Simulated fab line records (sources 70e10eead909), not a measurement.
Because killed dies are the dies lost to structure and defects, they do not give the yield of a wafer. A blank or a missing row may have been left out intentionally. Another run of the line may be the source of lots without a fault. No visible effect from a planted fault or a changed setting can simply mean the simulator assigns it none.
Which tool was responsible? | flow nand harc | 11 lots, 33 wafers sampled, at 4 steps of a route of 1302

## WHAT THE GAUGES SHOWED, per wafer
NHARC_A_SLIT_INSPECT_11.
lot  | measured     | on                | raw defect count
L077 | day 20 13:23 | defect inspect-02 | 74 57 69
L076 | day 20 15:31 | defect inspect-02 | 19 26 27
L079 | day 21 13:09 | defect inspect-02 | 103 123 90
L081 | day 22 19:08 | defect inspect-01 | 91 118 121
L084 | day 23 21:44 | defect inspect-01 | 28 20 38
L086 | day 24 17:56 | defect inspect-02 | 23 18 13
L088 | day 26 03:26 | defect inspect-01 | 78 67 53
L089 | day 26 04:50 | defect inspect-02 | 36 42 51
L092 | day 27 08:13 | defect inspect-01 | 72 62 62
L094 | day 27 20:11 | defect inspect-01 | 31 33 36
L097 | day 29 04:08 | defect inspect-01 | 100 80 83

## EACH LOT AND THE TOOL THAT RAN IT (in order: tool; ch and the chambers of the sampled wafers; start)
lot  | NHARC_A_SGD_CUT_DEP_00          | NHARC_A_SGD_CUT_DESCUM_14          | NHARC_A_SGD_CUT_ETCH_58
L077 | pecvd-04 ch 0,1,2, day 20 00:49 | rie diel-06 ch 1,2, day 20 01:40   | rie diel-06 ch 0,2,3, day 20 01:46
L076 | pecvd-04 ch 0,1, day 20 00:56   | rie diel-08 ch 0,2, day 20 01:58   | rie diel-08 ch 0,3, day 20 02:04
L079 | pecvd-01 ch 0,2, day 20 21:00   | rie diel-06 ch 0,2,3, day 20 21:47 | rie diel-06 ch 0,1,3, day 20 21:52
L081 | pecvd-01 ch 0,2, day 22 03:55   | rie diel-06 ch 0,1,2, day 22 04:48 | rie diel-06 ch 0,1,2, day 22 04:53
L084 | pecvd-01 ch 0,2, day 23 08:34   | rie diel-08 ch 0,1,3, day 23 09:31 | rie diel-08 ch 1,2,3, day 23 09:37
L086 | pecvd-01 ch 1,2, day 24 03:20   | rie diel-06 ch 0,2,3, day 24 04:07 | rie diel-06 ch 1,2,3, day 24 04:12
L088 | pecvd-04 ch 0,1,2, day 25 12:40 | rie diel-06 ch 0,1,2, day 25 13:28 | rie diel-06 ch 1,3, day 25 13:32
L089 | pecvd-01 ch 1,2, day 25 15:34   | rie diel-08 ch 0,2,3, day 25 16:19 | rie diel-08 ch 0,2, day 25 16:25
L092 | pecvd-04 ch 0,1,2, day 26 19:35 | rie diel-08 ch 0,2, day 26 20:29   | rie diel-08 ch 1,2,3, day 26 20:35
L094 | pecvd-03 ch 0,1,2, day 27 06:31 | rie diel-13 ch 1,2,3, day 27 07:26 | rie diel-13 ch 1,2,3, day 27 07:32
L097 | pecvd-04 ch 0,1,2, day 28 06:30 | rie diel-13 ch 0,1, day 28 07:25   | rie diel-13 ch 0,3, day 28 07:29
- NHARC_A_SGD_CUT_DEP_00: deposits SiNx, target thk 50 nm.
- NHARC_A_SGD_CUT_DESCUM_14: chemistry O2, time 3 s.
- NHARC_A_SGD_CUT_ETCH_58: etches the open film in CF4, target depth 39 nm, time 65 s.

## THE ANSWER, worked out from the rows above alone
Rule: the lots themselves supply what counts as usual. Put in order of their means at a reading, lots are off if they are a third of the lots or fewer, leave a main group of 4 or more, and stand apart from it by a gap of 3 or more times the standard deviation of the main group's means; of several such gaps the widest counts. Not used: any main group whose means are identical at the precision the tables above print for the reading. A lot without any number at a reading at which 4 lots or more have one is off too. Any other lot the step has rows for is counted as sound.
None of the lots is off at any reading shown; this tells nothing.

## WHAT THE SIMULATOR HAD PUT IN
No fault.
